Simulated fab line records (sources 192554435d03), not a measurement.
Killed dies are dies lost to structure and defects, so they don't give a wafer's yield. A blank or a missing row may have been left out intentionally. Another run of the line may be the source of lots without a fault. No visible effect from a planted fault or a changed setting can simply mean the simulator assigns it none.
Comparing a struck lot with a sound one    flow n5Finfet    15 steps out of a route of 1938
Sound: wafers L692.1, L692.5, L692.6. Struck: wafers L681.1, L681.5, L681.6. At the end, the cause is stated.
Per side, at each step with rows, come the tool, then ch with its chambers, and then its first start. Under that, the readings that differ: sound wafers    struck wafers    difference of the means    sigmas: that difference in standard deviations of wafers without a fault.
alike: readings whose means differ by less than 2 such deviations, and words and numbers that are the same on both sides. not compared: withheld readings, readings that some wafer has no value for, bounds like >300 that may hide the same value, and numbers for which the record gives no deviation and whose values overlap.
The two part at a step that has a row with sigmas, a row that says differs or no value, or rows on one side only. When numbers do not overlap yet have no deviation, they are printed without sigmas and do not part them. A reading missing from all wafers of one side parts the sides only when that side holds two or more wafers.

N5_BEOL_M12_CD_MEAS_10: the cd target is 140 nm.
  sound on cdSem-02 ch 0, day 16 08:48; struck on cdSem-03 ch 0, day 14 01:16
  alike: cdNm
N5_BEOL_M12_OVL_MEAS_11:
  sound on overlay-02 ch 0, day 16 08:50; struck on overlay-02 ch 0, day 14 01:18
  alike: V11_OVL
N5_BEOL_M12_INSPECT_12: inspects for defects (macro).
  sound: defectInspect-01 at day 16 08:52; struck: defectInspect-02 at day 14 01:19
  alike: rawDefectCount
N5_BEOL_M12_DESCUM_15: chemistry O2, time 7.9 s.
  sound on rieDiel-06 ch 1,2,3, day 16 08:55; struck on rieDiel-01 ch 0,1,2, day 14 01:21
  alike: drypumpMotorCurrentA, oesProductAu, rfVppV, showerheadPlenumPTorr, throttleValvePct
  not compared: rfHoursCounterH
N5_BEOL_M12_ETCH_59: etches BARC in N2/H2, target depth 89 nm, overetch 26.7 nm, time 67.9 s.
  sound on rieDiel-06 ch 1,2,3, day 16 08:58; struck on rieDiel-01 ch 0,1,2, day 14 01:23
  alike: drypumpMotorCurrentA, oesProductAu, rfVppV, showerheadPlenumPTorr, throttleValvePct
  not compared: rfHoursCounterH
N5_BEOL_M12_VIA_ETCH_16: etches SiOC in C4F8/O2/Ar, target depth 724.8 nm.
  sound on rieDiel-06 ch 1,2,3, day 16 09:01; struck on rieDiel-01 ch 0,1,2, day 14 01:26
  alike: drypumpMotorCurrentA, oesProductAu, rfVppV, showerheadPlenumPTorr, throttleValvePct
N5_BEOL_M12_STRIP_63: strips in N2/H2.
  sound on plasmaAsher-02 ch 0,1, day 16 09:13; struck on plasmaAsher-02 ch 0,1, day 14 01:38
  alike: drypumpMotorCurrentA, heaterPowerW, oesProductAu, stripTimeToEndpointS
  not compared: rfHoursCounterH
N5_BEOL_M12_STRIP_64: strips in N2/H2.
  sound on plasmaAsher-02 ch 0,1, day 16 09:16; struck on plasmaAsher-02 ch 0,1, day 14 01:42
  alike: drypumpMotorCurrentA, heaterPowerW, oesProductAu, stripTimeToEndpointS
  not compared: rfHoursCounterH
then, 2 steps without rows for these wafers: N5_BEOL_M12_STRIP_71 (strips in post etch residue remover, time 60 s); N5_BEOL_M12_SRD_72 (time 30 s, dry time 30 s).
N5_BEOL_M12_CD_MEAS_17: the cd target is 140 nm.
  sound: cdSem-02 at day 16 09:25; struck: cdSem-02 at day 14 01:51
reading    sound              struck             difference  sigmas
cdNm (nm)  142.8 146.0 142.3  138.9 136.2 135.3  -6.9        -2
then, 1 step without rows for these wafers: N5_BEOL_M12_COAT_65 (time 60 s, resist thk 300 nm).
N5_BEOL_M12_COAT_66: time 60 s, resist thk 110 nm.
  sound on lithoTrack-01 ch 0, day 16 09:27; struck on lithoTrack-02 ch 0, day 14 01:53
reading                sound                 struck                difference  sigmas
heaterPowerTotalW (W)  426.4 427.5 430.1     415.5 418.7 416.3     -11.2       -5
plateTempC (C)         220.24 220.37 220.24  215.27 215.55 215.33  -4.90       -27
then, 1 step without rows for these wafers: N5_BEOL_M12_COAT_22 (resist thk 300 nm).
N5_PASSIVATION_PROBE_49:
  rows exist in the record for the struck wafers here (prober-02, day 15 17:36), but not for the sound ones

WHERE THEY PART
Last at N5_PASSIVATION_PROBE_49 as far as this record goes, first at N5_BEOL_M12_CD_MEAS_17.

WHY: what the simulator had put in
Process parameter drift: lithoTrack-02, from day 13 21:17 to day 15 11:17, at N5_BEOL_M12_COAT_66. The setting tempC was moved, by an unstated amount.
